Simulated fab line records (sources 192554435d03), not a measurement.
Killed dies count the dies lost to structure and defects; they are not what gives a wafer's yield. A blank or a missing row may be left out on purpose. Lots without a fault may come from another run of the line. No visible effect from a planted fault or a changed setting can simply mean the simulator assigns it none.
Matching of chambers ; flow n5 finfet ; rie diel-03 running N5_BEOL_M9_DESCUM_16: 4 sister chambers
The step chemistry O2, time 7.9 s. 8 wafers are shown with their chamber, then 7 later ones without.

## EACH WAFER AND ITS CHAMBER
wafer;chamber;throttle valve pct (%);drypump motor current A (A)
L080.4;0;20.45;5.1
L085.3;0;20.44;5.1
L085.6;3;20.18;5.2
L087.1;3;20.19;5.1
L087.2;1;19.94;6.4
L087.5;1;19.95;6.4
L090.4;2;19.94;5.6
L090.5;2;19.93;5.6

## WAFERS WITH NO CHAMBER GIVEN
wafer;throttle valve pct (%);drypump motor current A (A)
L090.6;20.19;5.1
L093.1;19.95;5.6
L093.2;19.96;6.4
L093.6;19.96;6.4
L095.2;20.00;5.1
L095.3;19.96;5.6
L095.6;20.19;5.2

## THE CHAMBER EACH PASSED THROUGH
wafer;from the rows above;in truth
L090.6;3;3
L093.1;2;2
L093.2;1;1
L093.6;1;1
L095.2;2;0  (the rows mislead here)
L095.3;2;2
L095.6;3;3
6 of 7 placed correctly. From these rows, 0 cannot be placed. Placed wrongly: 1.
How it was worked out, from the rows above alone: a wafer's distance from a chamber is the root of the sum, over the readings, of the square of ((its reading less the chamber's mean) divided by the reading's scatter). The wafer belongs to the nearest chamber; if the next one is less than 2 further off, it can't be placed. For every chamber, the mean is computed from those of its wafers that are shown. The scatter: the root of (the sum of the squares of (reading less its chamber's mean) over the shown wafers, divided by (wafers less chambers)).
